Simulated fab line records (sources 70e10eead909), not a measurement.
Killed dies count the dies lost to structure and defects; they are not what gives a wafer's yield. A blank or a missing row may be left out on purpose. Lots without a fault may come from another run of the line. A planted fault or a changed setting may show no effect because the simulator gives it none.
Which tool was responsible?	flow nand-harc	13 lots, 39 wafers sampled, at 5 steps of a route of 1302

WHAT EACH GAUGE READ, for each wafer
NHARC_A_M0_THK_MEAS_24: measures by xrf. Usual: thk-nm reads 114.0 nm (standard deviation 1.3).
lot	measured	on	thk-nm (nm)	flag
L162	day 23 06:25	film-metro-01	115.7 113.0 116.2	
L165	day 23 22:47	film-metro-01	111.9 112.2 114.6	
L167	day 25 05:57	film-metro-02	114.2 112.4 114.8	
L171	day 26 09:11	film-metro-02	114.3 115.5 113.5	
L169	day 27 03:02	film-metro-01	115.6 112.6 112.4	
L170	day 27 10:21	film-metro-01	114.7 115.1 115.0	
L172	day 27 14:01	film-metro-02	114.9 112.8 112.8	
L177	day 29 19:47	film-metro-01	114.5 115.2 113.5	
L180	day 30 13:04	film-metro-02	116.1 114.6 113.1	
L179	day 30 13:16	film-metro-02	113.1 113.1 113.8	
L183	day 31 11:29	film-metro-02	114.4 113.4 112.9	
L184	day 32 04:27	film-metro-02	115.0 116.1 113.2	
L185	day 32 08:28	film-metro-02	113.4 115.2 114.8	

NHARC_END_SORT_01. Usual: defect-limited-yield is 90.5 % with standard deviation 2.8, killed-at-array is 59 with standard deviation 19, killed-at-other is 1.0 with standard deviation 1.1, killed-at-periphery is 3.8 with standard deviation 2.4, killed-dies is 64 with standard deviation 19, killed-open is 3.3 with standard deviation 2, and killed-short is 2.4 with standard deviation 1.6.
lot	measured	on	defect-limited-yield (%)	killed-at-array	killed-at-other	killed-at-periphery	killed-dies	killed-open	killed-short	flag
L162	day 24 20:58	prober-02	89.8 88.0 89.8	66 77 64	1 1 2	2 3 3	69 81 69	5 6 2	2 5 2	
L165	day 25 15:00	prober-02	87.9 84.8 87.6	75 101 82	0 1 0	7 1 2	82 103 84	6 3 3	1 3 3	
L167	day 26 19:02	prober-01	87.6 90.0 86.9	80 63 82	1 0 1	3 5 6	84 68 89	3 1 3	3 2 4	
L171	day 28 06:37	prober-01	87.0 88.0 89.1	84 79 74	0 0 0	4 2 0	88 81 74	2 4 1	3 4 0	
L169	day 28 22:13	prober-02	94.7 96.6 94.8	33 21 31	1 0 1	2 2 3	36 23 35	5 2 3	3 1 4	
L170	day 29 13:23	prober-02	92.3 91.3 91.1	41 49 53	2 1 0	9 9 7	52 59 60	3 4 3	2 3 4	
L172	day 29 06:25	prober-02	91.4 91.1 90.5	48 54 57	2 2 1	8 4 6	58 60 64	3 2 1	3 3 3	
L177	day 31 09:10	prober-02	88.8 87.9 88.2	71 79 76	0 0 0	5 3 4	76 82 80	3 4 6	4 3 3	
L180	day 32 01:26	prober-02	95.6 95.3 95.7	24 30 24	1 2 1	5 0 4	30 32 29	3 6 2	3 2 0	
L179	day 32 03:04	prober-01	85.4 84.5 87.4	94 101 82	0 1 0	5 3 3	99 105 85	8 8 5	4 2 1	
L183	day 33 03:28	prober-01	93.4 92.6 93.9	41 47 32	2 1 2	2 2 7	45 50 41	1 5 4	3 1 4	
L184	day 33 18:42	prober-01	88.0 87.7 90.7	79 78 59	2 2 0	0 3 4	81 83 63	2 4 2	1 3 1	
L185	day 33 18:46	prober-02	90.1 90.5 91.4	63 59 50	0 1 2	4 4 6	67 64 58	4 3 6	2 3 2	

EACH LOT AND THE TOOL THAT RAN IT (in order: tool; ch and the chambers of the sampled wafers; start)
lot	NHARC_A_M1_ETCH_35	NHARC_A_M1_DEGAS_29	NHARC_A_M1_PVD_21
L162	rie-diel-02 ch 0,1,3, day 23 08:14	pvd-sputter-02, day 23 09:17	pvd-sputter-02, day 24 20:58 or earlier
L165	rie-diel-02 ch 0,3, day 24 00:36	pvd-sputter-03, day 24 01:34	pvd-sputter-03, day 25 15:00 or earlier
L167	rie-diel-06 ch 0,1,2, day 25 07:59	pvd-sputter-01, day 25 08:59	pvd-sputter-01, day 26 19:02 or earlier
L171	rie-diel-04 ch 0,1, day 26 11:00	pvd-sputter-02, day 26 11:56	pvd-sputter-02, day 28 06:37 or earlier
L169	rie-diel-04 ch 0,3, day 27 04:43	pvd-sputter-02, day 27 05:40	pvd-sputter-02, day 28 22:13 or earlier
L170	rie-diel-02 ch 0,1,3, day 27 12:19	pvd-sputter-03, day 27 13:15	pvd-sputter-03, day 29 13:23 or earlier
L172	rie-diel-02 ch 0,1,3, day 27 15:55	pvd-sputter-01, day 27 16:50	pvd-sputter-01, day 29 06:25 or earlier
L177	rie-diel-04 ch 0,1, day 29 21:29	pvd-sputter-01, day 29 22:25	pvd-sputter-01, day 31 09:10 or earlier
L180	rie-diel-06 ch 1,2,3, day 30 14:47	pvd-sputter-01, day 30 15:44	pvd-sputter-01, day 32 01:26 or earlier
L179	rie-diel-06 ch 0,1,2, day 30 15:05	pvd-sputter-02, day 30 16:03	pvd-sputter-02, day 32 03:04 or earlier
L183	rie-diel-04 ch 0,2, day 31 13:18	pvd-sputter-03, day 31 14:19	pvd-sputter-03, day 33 03:28 or earlier
L184	rie-diel-04 ch 0,2,3, day 32 06:16	pvd-sputter-02, day 32 07:12	pvd-sputter-02, day 33 18:42 or earlier
L185	rie-diel-04 ch 0,1,3, day 32 10:15	pvd-sputter-02, day 32 11:11	pvd-sputter-02, day 33 18:46 or earlier
- NHARC_A_M1_ETCH_35: etches the open film in N2/H2, target depth 40 nm, overetch 12 nm, time 43.94 s.
- NHARC_A_M1_DEGAS_29: time 60 s.
- NHARC_A_M1_PVD_21: deposits Cu, target thk 30 nm, time 20.49 s.

AS READ BY THE TOOLS THEMSELVES (means over the sampled wafers that have a number; for cases with no such wafer, the mark the record gives instead)
NHARC_A_M1_ETCH_35. Usual: drypump-motor-current-A 5.69 A, standard deviation 0.24; oes-product-au 1.001 a.u., standard deviation 0.0097; rf-vpp-V 428.5 V, standard deviation 2.1; showerhead-plenum-p-Torr 1.97 Torr, standard deviation 0.07; throttle-valve-pct 14.172 %, standard deviation 0.0085.
lot	tool	drypump-motor-current-A (A)	oes-product-au (a.u.)	rf-vpp-V (V)	showerhead-plenum-p-Torr (Torr)	throttle-valve-pct (%)	flag
L162	rie-diel-02	5.66	0.993	428.5	1.97	14.172	
L165	rie-diel-02	5.64	0.996	428.0	1.96	14.177	
L167	rie-diel-06	5.81	1.008	427.7	1.91	14.180	
L171	rie-diel-04	5.65	1.006	428.2	1.94	14.176	
L169	rie-diel-04	5.82	0.998	430.5	2.01	14.173	
L170	rie-diel-02	5.64	0.998	427.5	1.97	14.177	
L172	rie-diel-02	5.65	0.999	428.8	1.97	14.173	
L177	rie-diel-04	5.59	1.003	427.7	1.98	14.174	
L180	rie-diel-06	5.67	0.957	427.4	1.91	14.163	OFF
L179	rie-diel-06	5.83	0.957	426.5	1.91	14.171	OFF
L183	rie-diel-04	5.37	1.004	428.0	1.98	14.173	
L184	rie-diel-04	5.64	0.999	430.2	2.04	14.170	
L185	rie-diel-04	5.74	0.999	430.6	2.04	14.175	

NHARC_A_M1_DEGAS_29. Usual: heater-power-w reads 349 W (standard deviation 29).
lot	tool	heater-power-w (W)	flag
L162	pvd-sputter-02	387	
L165	pvd-sputter-03	345	
L167	pvd-sputter-01	345	
L171	pvd-sputter-02	358	
L169	pvd-sputter-02	358	
L170	pvd-sputter-03	332	
L172	pvd-sputter-01	354	
L177	pvd-sputter-01	342	
L180	pvd-sputter-01	340	
L179	pvd-sputter-02	384	
L183	pvd-sputter-03	337	
L184	pvd-sputter-02	348	
L185	pvd-sputter-02	356	

NHARC_A_M1_PVD_21. Usual: substrate-temp-c 30.00 C, standard deviation 0.1; throttle-valve-pct 29.8 %, standard deviation 1.3.
lot	tool	substrate-temp-c (C)	throttle-valve-pct (%)	flag
L162	pvd-sputter-02	30.10	30.0	
L165	pvd-sputter-03	29.94	30.4	
L167	pvd-sputter-01	29.88	28.7	
L171	pvd-sputter-02	29.97	29.4	
L169	pvd-sputter-02	29.99	29.3	
L170	pvd-sputter-03	29.98	30.7	
L172	pvd-sputter-01	30.02	29.4	
L177	pvd-sputter-01	29.90	30.1	
L180	pvd-sputter-01	30.10	29.3	
L179	pvd-sputter-02	30.05	30.2	
L183	pvd-sputter-03	30.05	31.7	
L184	pvd-sputter-02	30.03	29.4	
L185	pvd-sputter-02	30.11	29.6	

THE ANSWER, worked out from the rows above alone
Rule: a lot counts as off when the mean over its wafers that have a number is more than 3 standard deviations away from the usual mean. Also off: a lot with no number at a reading for which 4 or more lots have one. Any other lot the step has rows for is counted as sound. The gauges are gone through in route order, then the tools' own readings, and for those a lot's mean is taken as printed above. At the first step where some lot is off, the reading lying furthest off is the one used; lots without a number count as furthest.
Off: L180, L179, at NHARC_A_M1_ETCH_35 (oes-product-au).
If a tool, at that step or one of the process steps before it, ran each lot that is off and ran no sound lot following the first of them, it fits. One fits: NHARC_A_M1_ETCH_35 on rie-diel-06. A fault onset in the window from L167 (day 25 07:59, its last sound lot) to L180 (day 30 14:47, its first lot off) fits.
On the lots that are off, the tool's own readings at NHARC_A_M1_ETCH_35 differ by more than 5 times the standard deviation of the sound lots' means, which bears it out; oes-product-au reads 0.957 a.u. there versus 1.000 a.u. on the sound lots.

WHAT WAS PUT IN BY THE SIMULATOR
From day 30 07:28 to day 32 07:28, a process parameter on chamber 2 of rie-diel-06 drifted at NHARC_A_M1_ETCH_35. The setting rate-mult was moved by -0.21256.
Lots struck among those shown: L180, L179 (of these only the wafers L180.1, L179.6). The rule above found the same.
